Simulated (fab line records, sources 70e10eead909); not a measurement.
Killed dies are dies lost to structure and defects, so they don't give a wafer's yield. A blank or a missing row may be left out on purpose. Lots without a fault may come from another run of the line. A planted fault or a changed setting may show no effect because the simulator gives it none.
Chamber matching | flow nand_harc | NHARC_A_WL_FILL_ALD_10 on ald_hk-04: 4 sister chambers
The step deposits SiO2, target thk 50 nm, pulse time 10 s, ald cycles 500. 18 wafers are shown with their chamber, then 9 later ones without.

WAFERS WITH THEIR CHAMBER
wafer  | chamber | heater_power_w (W) | precursor_pulse_height_rel | susceptor_temp_C (C)
L075.4 | 2       | 464                | 1.005                      | 300.10
L075.2 | 1       | 444                | 0.981                      | 300.24
L075.5 | 3       | 391                | 1.022                      | 299.99
L081.2 | 2       | 452                | 1.019                      | 299.86
L081.4 | 0       | 492                | 1.005                      | 300.38
L081.5 | 1       | 437                | 1.004                      | 299.97
L079.1 | 0       | 475                | 0.983                      | 299.93
L079.3 | 2       | 457                | 1.013                      | 300.34
L079.6 | 3       | 416                | 1.037                      | 299.84
L084.1 | 1       | 446                | 0.999                      | 299.80
L084.2 | 0       | 487                | 0.993                      | 299.85
L084.6 | 3       | 398                | 0.954                      | 299.99
L091.1 | 2       | 462                | 1.015                      | 299.92
L091.3 | 3       | 410                | 0.999                      | 299.99
L091.5 | 3       | 412                | 0.983                      | 300.02
L088.1 | 1       | 452                | 1.006                      | 299.86
L088.3 | 0       | 491                | 0.992                      | 299.80
L088.4 | 3       | 397                | 1.013                      | 300.05

SIGNATURES (means of the wafers above)
reading                    | chamber 0 | chamber 1 | chamber 2 | chamber 3 | scatter within a chamber
heater_power_w             | 486.25    | 444.75    | 458.75    | 404.00    | 7.94
precursor_pulse_height_rel | 0.99325   | 0.99750   | 1.01300   | 1.00133   | 0.0192
susceptor_temp_C           | 299.9900  | 299.9675  | 300.0550  | 299.9800  | 0.187
Rule: a wafer's distance from a chamber is the root of the sum, over the readings, of the square of ((its reading less the chamber's mean) divided by the reading's scatter). The wafer belongs to the nearest chamber; if the next one is less than 2 further off, it can't be placed. The scatter: the root of (the sum of the squares of (reading less its chamber's mean) over the shown wafers, divided by (wafers less chambers)).

WAFERS WITHOUT THEIR CHAMBER
wafer  | heater_power_w (W) | precursor_pulse_height_rel | susceptor_temp_C (C)
L092.2 | 478                | 0.957                      | 300.05
L092.4 | 415                | 0.994                      | 299.63
L092.5 | 416                | 1.003                      | 299.67
L094.1 | 470                | 0.994                      | 299.65
L094.3 | 413                | 0.995                      | 300.02
L094.5 | 412                | 0.996                      | 299.85
L095.1 | 407                | 1.038                      | 299.92
L095.4 | 468                | 0.967                      | 300.26
L095.6 | 465                | 1.003                      | 300.30

WHICH CHAMBER EACH WENT THROUGH
wafer  | from the rows above          | in truth
L092.2 | can't be placed: 0 or 2      | 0
L092.4 | can't be placed: 3 or 1      | 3
L092.5 | can't be placed: 3 or 1      | 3
L094.1 | can't be placed: 0 or 2 or 1 | 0
L094.3 | 3                            | 3
L094.5 | 3                            | 3
L095.1 | 3                            | 3
L095.4 | can't be placed: 2 or 0 or 1 | 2
L095.6 | can't be placed: 2 or 1 or 0 | 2
Placed correctly: 3 of 9. Can't be placed from these rows: 6 (the true chamber is among the candidates in 6). Placed wrongly: 0.
